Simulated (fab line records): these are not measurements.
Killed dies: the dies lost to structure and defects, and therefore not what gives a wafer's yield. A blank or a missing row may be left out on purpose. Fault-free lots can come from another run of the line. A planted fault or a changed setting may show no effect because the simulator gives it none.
Split-lot trial    flow n5Finfet    7 lots, 21 wafers read, on a route of 1938 steps

## ABOUT THE SPLIT
At N5_BEOL_M13_EXPOSE_07 (exposes mask V12), the setting doseMj was moved away from the recipe's 24.8 on 9 of the 21 wafers read, by -5.9% to +7.2%. All remaining wafers had this setting at the recipe value.

## FROM THE SPLIT TO THE READING: what the file shows between them, 3 steps
- N5_BEOL_M13_PEB_08: peb time 90 s
- N5_BEOL_M13_DEVELOP_09: develop time 45 s
- N5_BEOL_M13_HARDBAKE_14: time 120 s

## THE READING
cdNm (nm) at N5_BEOL_M13_CD_MEAS_10, where the cd target is 190 nm. A value of 189.6 nm with a standard deviation of 1.7 nm is what fault-free wafers of this fab line usually give.

wafer   tool, chamber at the split  doseMj as run  against the recipe  cdNm, nm  against lot-mates on the recipe
L084.3  krfScanner-01, 0            26.59          +7.2%               194.7     +5.0
L084.4  krfScanner-01, 0            24.8           recipe              190.4     -
L084.5  krfScanner-01, 0            24.8           recipe              188.9     -
L086.3  krfScanner-01, 0            24.8           recipe              191.7     -
L086.5  krfScanner-01, 0            24.8           recipe              190.6     -
L086.6  krfScanner-01, 0            24.28          -2.1%               190.0     -1.1
L090.3  krfScanner-02, 0            24.8           recipe              189.7     -
L090.4  krfScanner-02, 0            25.44          +2.6%               192.6     +2.9
L090.6  krfScanner-02, 0            25.44          +2.6%               193.2     +3.5
L089.1  krfScanner-01, 0            25.84          +4.2%               191.7     +1.3
L089.2  krfScanner-01, 0            24.8           recipe              190.4     -
L089.6  krfScanner-01, 0            25.84          +4.2%               193.1     +2.7
L091.3  krfScanner-02, 0            23.33          -5.9%               184.2     -6.3
L091.4  krfScanner-02, 0            24.8           recipe              190.5     -
L091.6  krfScanner-02, 0            23.33          -5.9%               183.5     -7.0
L094.1  krfScanner-01, 0            24.8           recipe              193.9     -
L094.2  krfScanner-01, 0            24.8           recipe              191.3     -
L094.5  krfScanner-01, 0            24.8           recipe              191.5     -
L097.1  krfScanner-02, 0            24.8           recipe              189.6     -
L097.2  krfScanner-02, 0            24.8           recipe              190.4     -
L097.6  krfScanner-02, 0            23.91          -3.6%               186.9     -3.1

FIT RESULTS
A straight line over all 21 wafers: cdNm changes by +0.808 nm for each +1% of doseMj; r = +0.88; the points scatter about the line by 1.4 nm.
The same after taking each lot's own level away (the mean of its wafers on the recipe; 21 wafers): +0.866 nm for each +1%; r = +0.94; scatter 1 nm.
That fit puts the effect of the largest move of doseMj on the reading at 6.2 nm.
The lots' own levels span 189.65 to 192.23 nm, that is 1.5 times the standard deviation above.
Consequently the slope shifts little with the lot-to-lot level, the two slopes agreeing.
Check: with one of the wafers moved furthest among these (+7.2%) left out of the fit, the line predicts +6.46 nm for it against its lot-mates. It came out at +5.05 nm against them.

## OTHER SPLITS APPLIED TO THESE WAFERS
These wafers also went through other splits before the reading. Each is held against what the fit with the lots' levels taken away leaves over:
other split on the same wafers  wafers away from the commonest value  r with cdNm (lot level and that fit taken away)
N5_BEOL_M10_PEB_26 pebTimeS     3                                     +0.07
N5_BEOL_M12_COAT_04 spinRpm     5                                     +0.00
N5_BEOL_M13_ILD_DEP_00 timeS    9                                     -0.11

## FILE'S OWN FIT
cdNm changes by +0.822 nm for each +1% of doseMj, r = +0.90.
